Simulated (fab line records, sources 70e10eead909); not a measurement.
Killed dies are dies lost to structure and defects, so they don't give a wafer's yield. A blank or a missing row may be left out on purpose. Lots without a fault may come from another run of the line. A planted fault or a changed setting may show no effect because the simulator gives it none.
Chamber matching | flow nand_harc | NHARC_A_BONDPAD_ETCH_12 on rie_diel-05: 4 sister chambers
The step etches the open film in CHF3/O2, target depth 220 nm, time 110 s. 16 wafers are shown with their chamber, then 8 later ones without.

WAFERS WITH THEIR CHAMBER
wafer  | chamber | drypump_motor_current_A (A) | rf_vpp_V (V) | throttle_valve_pct (%)
L855.1 | 1       | 5.8                         | 371.9        | 20.590
L855.3 | 2       | 6.0                         | 369.3        | 20.576
L855.4 | 0       | 4.8                         | 367.4        | 20.576
L853.1 | 1       | 5.8                         | 372.5        | 20.571
L853.2 | 0       | 4.8                         | 367.1        | 20.576
L853.6 | 1       | 5.8                         | 372.7        | 20.590
L856.1 | 2       | 6.0                         | 369.1        | 20.562
L856.3 | 3       | 6.4                         | 374.0        | 20.567
L856.4 | 0       | 4.8                         | 368.1        | 20.577
L851.1 | 1       | 5.8                         | 371.8        | 20.584
L851.2 | 2       | 5.9                         | 368.7        | 20.575
L851.5 | 2       | 5.9                         | 368.7        | 20.560
L854.2 | 0       | 4.8                         | 366.8        | 20.573
L854.3 | 1       | 5.8                         | 371.5        | 20.562
L854.4 | 2       | 5.9                         | 370.3        | 20.569
L857.3 | 2       | 6.0                         | 369.2        | 20.566

SIGNATURES (means of the wafers above)
reading                 | chamber 0 | chamber 1 | chamber 2 | chamber 3 | scatter within a chamber
drypump_motor_current_A | 4.800     | 5.800     | 5.950     | 6.400     | 0.0354
rf_vpp_V                | 367.350   | 372.080   | 369.217   | 374.000   | 0.553
throttle_valve_pct      | 20.57550  | 20.57940  | 20.56800  | 20.56700  | 0.0084
Rule: a wafer's distance from a chamber is the root of the sum, over the readings, of the square of ((its reading less the chamber's mean) divided by the reading's scatter). The wafer belongs to the nearest chamber; if the next one is less than 2 further off, it can't be placed. The scatter: the root of (the sum of the squares of (reading less its chamber's mean) over the shown wafers, divided by (wafers less chambers)).

WAFERS WITHOUT THEIR CHAMBER
wafer  | drypump_motor_current_A (A) | rf_vpp_V (V) | throttle_valve_pct (%)
L857.4 | 4.8                         | 366.5        | 20.568
L857.6 | 6.4                         | 375.5        | 20.562
L861.1 | 4.8                         | 369.4        | 20.578
L861.3 | 6.4                         | 373.5        | 20.571
L861.4 | 5.8                         | 372.1        | 20.554
L858.1 | 6.4                         | 374.1        | 20.570
L858.2 | 5.9                         | 368.1        | 20.575
L858.6 | 5.8                         | 372.1        | 20.559

WHICH CHAMBER EACH WENT THROUGH
wafer  | from the rows above | in truth
L857.4 | 0                   | 0
L857.6 | 3                   | 3
L861.1 | 0                   | 0
L861.3 | 3                   | 3
L861.4 | 1                   | 1
L858.1 | 3                   | 3
L858.2 | 2                   | 2
L858.6 | 1                   | 1
Placed correctly: 8 of 8. Can't be placed from these rows: 0. Placed wrongly: 0.
